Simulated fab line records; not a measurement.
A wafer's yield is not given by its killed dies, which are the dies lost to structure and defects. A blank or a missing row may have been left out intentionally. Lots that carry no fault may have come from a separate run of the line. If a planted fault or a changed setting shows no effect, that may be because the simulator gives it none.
Matching of chambers + flow nand_harc + 3 sister chambers for NHARC_A_STAIRCASE_DEP_325 on pecvd-01
The step deposits SiO2, target thk 3800 nm. 6 wafers are shown with their chamber, then 9 later ones without.

WAFERS WITH THEIR CHAMBER
| wafer  | chamber | heater_power_w (W) |
|--------|---------|--------------------|
| L083.4 | 1       | 538                |
| L087.3 | 0       | 596                |
| L087.4 | 2       | 560                |
| L089.3 | 1       | 656                |
| L089.4 | 0       | 551                |
| L089.5 | 2       | 571                |

WAFERS WHOSE CHAMBER IS MISSING
| wafer  | heater_power_w (W) |
|--------|--------------------|
| L090.1 | 612                |
| L090.3 | 583                |
| L090.4 | 526                |
| L093.2 | 656                |
| L093.4 | 526                |
| L093.5 | 574                |
| L094.1 | 622                |
| L094.3 | 594                |
| L094.5 | 501                |

THE CHAMBER EACH PASSED THROUGH
| wafer  | from the rows above          | in truth |
|--------|------------------------------|----------|
| L090.1 | can't be placed: 1 or 0 or 2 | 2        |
| L090.3 | can't be placed: 0 or 1 or 2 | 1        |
| L090.4 | can't be placed: 2 or 0 or 1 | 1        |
| L093.2 | can't be placed: 1 or 0 or 2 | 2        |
| L093.4 | can't be placed: 2 or 0 or 1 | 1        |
| L093.5 | can't be placed: 0 or 2 or 1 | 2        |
| L094.1 | can't be placed: 1 or 0 or 2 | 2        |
| L094.3 | can't be placed: 1 or 0 or 2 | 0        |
| L094.5 | can't be placed: 2 or 0 or 1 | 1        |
0 of 9 placed correctly. Not placeable from these rows: 9 (in 9, the candidates include the true chamber). Placed wrongly: 0.
How it was worked out, from the rows above alone: a wafer's distance from a chamber is the root of the sum, over the readings, of the square of ((its reading less the chamber's mean) divided by the reading's scatter). If the next closest chamber is less than 2 further off than the closest, the wafer can't be placed; otherwise it belongs to the closest. The mean given for a chamber averages the wafers shown for that chamber. The scatter is the square root of a quotient: the sum, over the shown wafers, of each reading's squared deviation from its chamber's mean, divided by wafers minus chambers.
